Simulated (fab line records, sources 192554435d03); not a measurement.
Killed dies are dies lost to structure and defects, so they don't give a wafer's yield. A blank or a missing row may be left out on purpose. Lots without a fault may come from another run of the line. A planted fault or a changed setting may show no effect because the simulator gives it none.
Chamber matching | flow n5_finfet | N5_BEOL_M10_ALD_74 on ald_metal-03: 4 sister chambers
The step deposits TaN, target thk 2 nm, pulse time 2 s, purge time 3 s. 4 wafers are shown with their chamber, then 7 later ones without.

WAFERS WITH THEIR CHAMBER
wafer  | chamber | heater_power_w (W)
L082.1 | 3       | 492
L082.6 | 0       | 375
L088.6 | 2       | 475
L094.5 | 1       | 412

WAFERS WITHOUT THEIR CHAMBER
wafer  | heater_power_w (W)
L094.6 | 394
L095.2 | 489
L095.4 | 474
L095.5 | 383
L097.1 | 378
L097.3 | 474
L097.4 | 487

WHICH CHAMBER EACH WENT THROUGH
wafer  | from the rows above     | in truth
L094.6 | can't be placed: 1 or 0 | 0
L095.2 | can't be placed: 3 or 2 | 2
L095.4 | 2                       | 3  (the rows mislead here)
L095.5 | 0                       | 0
L097.1 | 0                       | 0
L097.3 | 2                       | 2
L097.4 | can't be placed: 3 or 2 | 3
Placed correctly: 3 of 7. Can't be placed from these rows: 3 (the true chamber is among the candidates in 3). Placed wrongly: 1.
How it was worked out, from the rows above alone: a wafer's distance from a chamber is the root of the sum, over the readings, of the square of ((its reading less the chamber's mean) divided by the reading's scatter). The wafer belongs to the nearest chamber; if the next one is less than 2 further off, it can't be placed. A chamber's mean is the mean of its shown wafers. The scatter: with one shown wafer a chamber, the root of the mean of the squares of how far each hidden wafer lies from its nearest shown one.
